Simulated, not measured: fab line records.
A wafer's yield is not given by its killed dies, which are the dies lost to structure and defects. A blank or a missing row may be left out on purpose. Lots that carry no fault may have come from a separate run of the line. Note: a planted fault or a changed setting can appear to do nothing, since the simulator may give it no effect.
Matching of chambers | flow n5_finfet | N5_BEOL_M6_CURE_74 on uv_cure-01: 3 sister chambers
The step cures SiCOH lowk, time 240 s. 20 wafers are shown with their chamber, then 10 later ones without.

EACH WAFER AND ITS CHAMBER
wafer  | chamber | wafer_temp_C_max | lamp_power_pct (%)
L075.3 | 1       | 386.6            | 52.29
L075.4 | 1       | 387.4            | 52.34
L075.5 | 1       | 387.2            | 52.30
L080.1 | 2       | 387.6            | 52.35
L080.2 | 2       | 387.1            | 52.23
L080.5 | 2       | 388.2            | 52.37
L079.1 | 0       | 386.6            | 52.38
L079.3 | 0       | 386.1            | 52.35
L079.4 | 0       | 386.2            | 52.37
L083.3 | 0       | 386.2            | 52.25
L083.5 | 0       | 386.9            | 52.29
L083.6 | 0       | 386.3            | 52.40
L086.1 | 0       | 386.2            | 52.41
L086.2 | 0       | 386.1            | 52.21
L086.6 | 0       | 386.4            | 52.34
L089.3 | 0       | 385.8            | 52.34
L089.5 | 0       | 386.0            | 52.36
L089.6 | 0       | 386.0            | 52.29
L090.1 | 2       | 388.0            | 52.32
L090.4 | 2       | 387.3            | 52.36

SIGNATURES (means of the wafers above)
reading          | chamber 0 | chamber 1 | chamber 2 | scatter within a chamber
wafer_temp_C_max | 386.233   | 387.067   | 387.640   | 0.355
lamp_power_pct   | 52.3325   | 52.3100   | 52.3260   | 0.057
Rule: for each reading, subtract the chamber's mean from the wafer's reading, divide by that reading's scatter and square the result; add these up over the readings and take the root, which gives the wafer's distance from the chamber. If the next closest chamber is less than 2 further off than the closest, the wafer can't be placed; otherwise it belongs to the closest. The scatter: take each reading less its chamber's mean, square it, sum over the shown wafers, divide by the number of wafers less the number of chambers, and take the root.

WAFERS WHOSE CHAMBER IS MISSING
wafer  | wafer_temp_C_max | lamp_power_pct (%)
L090.5 | 387.1            | 52.22
L090.2 | 387.1            | 52.31
L090.3 | 387.0            | 52.27
L090.6 | 387.5            | 52.35
L092.1 | 386.5            | 52.26
L092.4 | 386.3            | 52.27
L092.6 | 385.8            | 52.34
L096.1 | 386.2            | 52.37
L096.2 | 386.5            | 52.35
L096.4 | 386.3            | 52.27

EACH ONE'S CHAMBER
wafer  | from the rows above          | in truth
L090.5 | can't be placed: 1 or 2 or 0 | 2
L090.2 | can't be placed: 1 or 2      | 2
L090.3 | can't be placed: 1 or 2 or 0 | 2
L090.6 | can't be placed: 2 or 1      | 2
L092.1 | can't be placed: 0 or 1 or 2 | 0
L092.4 | can't be placed: 0 or 1      | 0
L092.6 | 0                            | 0
L096.1 | can't be placed: 0 or 1      | 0
L096.2 | can't be placed: 0 or 1      | 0
L096.4 | can't be placed: 0 or 1      | 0
1 of 10 placed correctly. Cannot be placed on the basis of these rows: 9; the candidates contain the true chamber in 9. Number placed wrongly: 0.
